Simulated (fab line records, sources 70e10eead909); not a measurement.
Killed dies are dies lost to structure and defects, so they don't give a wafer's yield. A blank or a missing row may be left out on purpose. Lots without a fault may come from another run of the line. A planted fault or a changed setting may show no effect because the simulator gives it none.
A struck lot beside a sound one | flow nand_harc | 21 steps out of a route of 1302
Sound: wafers L406.3, L406.4, L406.5. Struck: wafers L392.1, L392.3, L392.4. The cause comes at the end.
At each step with rows: each side's tool, then ch and its chambers, then its first start. Under that, the readings that differ: sound wafers | struck wafers | difference of the means | sigmas: that difference in standard deviations of wafers without a fault.
alike: readings whose means differ by less than 2 such deviations, and words and numbers that are the same on both sides. not compared: withheld readings, readings that some wafer has no value for, bounds like >300 that may hide the same value, and numbers for which the record gives no deviation and whose values overlap.
The two part at a step that has a row with sigmas, a row that says differs or no value, or rows on one side only. Numbers that don't overlap but have no deviation are shown without sigmas and don't part them. A reading that every wafer of one side lacks parts them only if that side has two wafers or more.

NHARC_P_CONTACT_CMP_24: polishes, t overpolish 30 s, target thk 200 nm.
  sound on cmp-01 ch 0,2,3, day 14 04:04; struck on cmp-04 ch 1,2,3, day 8 12:36
  alike: motor_current_A, overpolish_run_s, retaining_ring_pressure_frac, time_to_endpoint_s
then, 1 step without rows for these wafers: NHARC_P_CONTACT_SRD_26.
NHARC_P_CONTACT_INSPECT_27:
  sound on defect_inspect-01, day 14 04:25; struck on defect_inspect-01, day 8 13:00
  alike: raw_defect_count
then, 8 steps without rows for these wafers: NHARC_P_M0_DEP_00 (deposits SiOC, target thk 150 nm); NHARC_P_M0_DEHYDRATE_01 (time 120 s); NHARC_P_M0_HMDS_02 (time 30 s); NHARC_P_M0_COAT_33 (time 65 s); NHARC_P_M0_COAT_03 (resist thk 90 nm); NHARC_P_M0_SOFTBAKE_04 (time 55 s); NHARC_P_M0_EBR_05; NHARC_P_M0_EXPOSE_06 (exposes mask P M0, target cd 90 nm).
NHARC_P_M0_PEB_07: peb time 65 s.
  sound on litho_track-06 ch 0, day 14 05:15; struck on litho_track-01 ch 0, day 8 13:49
  reading                  | sound             | struck            | difference | sigmas
  heater_power_total_W (W) | 156.8 157.2 157.1 | 161.7 162.6 162.9 | +5.4       | +13
  alike: chill_plate_temp_C
then, 1 step without rows for these wafers: NHARC_P_M0_DEVELOP_08 (develop time 35 s).
NHARC_P_M0_CD_MEAS_09: target cd 90 nm.
  sound on cd_sem-01 ch 0, day 14 05:20; struck on cd_sem-01 ch 0, day 8 13:54
  reading    | sound          | struck         | difference | sigmas
  cd_nm (nm) | 90.1 90.4 91.0 | 88.0 87.1 87.4 | -3.0       | -4
NHARC_P_M0_OVL_MEAS_10: pitch 180 nm.
  sound on overlay-01, day 14 05:26; struck on overlay-02, day 8 13:59
  alike: overlay_x_nm, overlay_y_nm
NHARC_P_M0_INSPECT_11:
  sound on defect_inspect-01, day 14 05:28; struck on defect_inspect-01, day 8 14:02
  alike: raw_defect_count
NHARC_P_M0_DESCUM_14: chemistry O2, time 3 s.
  sound on rie_diel-05 ch 0,2,3, day 14 05:32; struck on rie_diel-13 ch 0,1,2, day 8 14:05
  reading               | sound             | struck            | difference | sigmas
  model.P_M0.cd_nm (nm) | 90.09 90.65 90.52 | 88.42 87.03 86.92 | -2.96      |
  alike: drypump_motor_current_A, oes_product_au, rf_vpp_V, showerhead_plenum_p_Torr, throttle_valve_pct
  not compared: rf_hours_counter_h
NHARC_P_M0_ETCH_34: etches the open film in N2/H2, target depth 40 nm, overetch 12 nm, time 43.94 s.
  sound on rie_diel-05 ch 1,2, day 14 05:37; struck on rie_diel-13 ch 1,2,3, day 8 14:10
  alike: drypump_motor_current_A, oes_product_au, rf_fwd_power_W, rf_vpp_V, showerhead_plenum_p_Torr, throttle_valve_pct
  not compared: rf_hours_counter_h
NHARC_P_M0_ETCH_15: etches the open film in C4F8/Ar, target depth 150 nm, overetch 15 nm, time 82.5 s.
  sound on rie_diel-05 ch 2,3; struck on rie_diel-13 ch 1,2,3
  reading               | sound            | struck           | difference | sigmas
  model.P_M0.cd_nm (nm) | 89.63 90.16 89.9 | 88.5 87.52 86.35 | -2.4       |
  alike: oes_product_au, rf_fwd_power_W, rf_vpp_V
  not compared: rf_hours_counter_h
NHARC_P_M0_CD_MEAS_16:
  sound on cd_sem-01, day 14 05:50; struck on cd_sem-03, day 8 14:23
  reading    | sound          | struck         | difference | sigmas
  cd_nm (nm) | 89.5 90.1 89.7 | 88.5 87.3 86.4 | -2.4       | -3
-- the record jumps here: 18 days lie between the struck wafers' starts before and after (it left off in module P_M0 and takes up again in module END, whose first step shown is number 1302 of the route) --
NHARC_END_SORT_01:
  sound on prober-01 ch 0, day 32 08:01; struck on prober-01 ch 0, day 26 15:46
  reading            | sound       | struck | difference | sigmas
  sort_bin_3_pct (%) | 0.3 0.1 0.4 | 1.2    | +0.9       | +2
  alike: defect_limited_yield, killed_at_array, killed_at_other, killed_at_periphery, killed_dies, killed_open, killed_short, sort_bin_2_pct, sort_bin_4_pct, sort_n_pass, sort_rim_yield_pct, sort_yield_pct

WHERE THEY PART
First at NHARC_P_M0_PEB_07; last, within this record, at NHARC_END_SORT_01.

WHY: what the simulator had put in
Process parameter drift: litho_track-01, from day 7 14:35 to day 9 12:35, at NHARC_P_M0_PEB_07. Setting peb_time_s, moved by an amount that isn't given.
